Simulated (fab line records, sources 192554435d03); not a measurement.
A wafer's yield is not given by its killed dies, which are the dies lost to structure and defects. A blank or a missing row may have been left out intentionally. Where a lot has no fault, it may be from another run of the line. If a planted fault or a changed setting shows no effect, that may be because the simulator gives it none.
Lot-split experiment    flow n5Finfet    7 lots, 21 wafers read, on a route of 1938 steps

== SPLIT DETAILS ==
At N5_SD_ACTIVATION_LSA_01 (time 0.0008 s), the setting tempC was moved away from the recipe's 1080 C on 8 of the 21 wafers read, by -3.1% to +2.6%. For the rest of the wafers, this setting stayed at what the recipe calls for.

The file shows no step between the split and the reading.

== THE READING ==
RS_SD_N in ohm/sq, measured at N5_SD_ACTIVATION_RS_MEAS_03 by four-point-probe. Typical for fault-free wafers on this fab line: 21.9 ohm/sq, with standard deviation 0.37 ohm/sq.

wafer   tool, chamber at the split  tempC as run, C  against the recipe  RS_SD_N, ohm/sq  against lot-mates on the recipe
L076.1  laserAnneal-01, 0           1080             recipe              21.7             -
L076.5  laserAnneal-01, 0           1080             recipe              21.7             -
L076.6  laserAnneal-01, 0           1080             recipe              21.8             -
L078.2  laserAnneal-01, 0           1080             recipe              21.7             -
L078.3  laserAnneal-01, 0           1080             recipe              21.5             -
L078.5  laserAnneal-01, 0           1050             -2.8%               25.4             +3.8
L087.1  laserAnneal-02, 0           1108             +2.6%               18.9             no lot-mate on the recipe
L087.5  laserAnneal-02, 0           1108             +2.6%               19.2             no lot-mate on the recipe
L087.6  laserAnneal-02, 0           1108             +2.6%               18.9             no lot-mate on the recipe
L088.1  laserAnneal-01, 0           1080             recipe              21.9             -
L088.3  laserAnneal-01, 0           1080             recipe              22.1             -
L088.6  laserAnneal-01, 0           1080             recipe              21.6             -
L089.4  laserAnneal-02, 0           1054             -2.4%               24.3             +2.8
L089.5  laserAnneal-02, 0           1054             -2.4%               24.4             +2.9
L089.6  laserAnneal-02, 0           1080             recipe              21.5             -
L091.1  laserAnneal-02, 0           1047             -3.1%               25.5             +3.8
L091.4  laserAnneal-02, 0           1047             -3.1%               25.3             +3.6
L091.6  laserAnneal-02, 0           1080             recipe              21.7             -
L094.2  laserAnneal-01, 0           1080             recipe              21.6             -
L094.5  laserAnneal-01, 0           1080             recipe              22.2             -
L094.6  laserAnneal-01, 0           1080             recipe              22.1             -

THE FIT
A straight line over all 21 wafers: RS_SD_N changes by -1.13 ohm/sq for each +1% of tempC; r = -0.99; the points scatter about the line by 0.24 ohm/sq.
The same after taking each lot's own level away (the mean of its wafers on the recipe; 18 wafers): -1.24 ohm/sq for each +1%; r = -0.99; scatter 0.19 ohm/sq.
That fit puts the effect of the largest move of tempC on the reading at 3.8 ohm/sq.
From 21.50 to 21.97 ohm/sq: that is the span of the lots' own levels, equal to 1.3 times the standard deviation above.
The two slopes are in agreement: the lot-to-lot level therefore moves the slope only a little.
Check: with one of the wafers moved furthest among these (-3.1%) left out of the fit, the line predicts +3.76 ohm/sq for it against its lot-mates. Against them it came out at +3.8 ohm/sq.
Tool readings at the split's step, against how far the setting was moved: wafer_temp_C_max r = +1.00.

== THESE WAFERS: OTHER SPLITS ==
These wafers also went through other splits before the reading. Each is held against what the fit with the lots' levels taken away leaves over:
other split on the same wafers                   wafers away from the commonest value  r with RS_SD_N (lot level and that fit taken away)
N5_ZERO_LAYER_EXPOSE_08 doseMj                   6                                     -0.11
N5_WELL_APT_COAT_02 spinRpm                      6                                     +0.32
N5_PMOS_HMC_CHANNEL_EPI_PEB_07 pebTimeS          8                                     +0.06
N5_PMOS_HMC_CHANNEL_EPI_DEVELOP_08 developTimeS  6                                     +0.11
N5_DUMMY_GATE_COAT_28 spinRpm                    3                                     +0.29
N5_SD_EPI_P_ETCH_16 targetDepthA                 5                                     +0.20
N5_SD_EPI_P_EPI_21 timeS                         5                                     +0.25

== THE WHOLE CHAIN: every reading that the file lists as answering this split, in the file's order ==
step                         what it does                  reading           change (the file's fit)               r (the file's)
N5_SD_ACTIVATION_LSA_01      time 0.0008 s                 wafer_temp_C_max  withheld for each +1% of the setting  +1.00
N5_SD_ACTIVATION_RS_MEAS_03  measures by four-point-probe  RS_SD_N           -1.26 for each +1% of the setting     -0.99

== THE FILE'S OWN FIT ==
RS_SD_N changes by -1.26 ohm/sq for each +1% of tempC, r = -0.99.
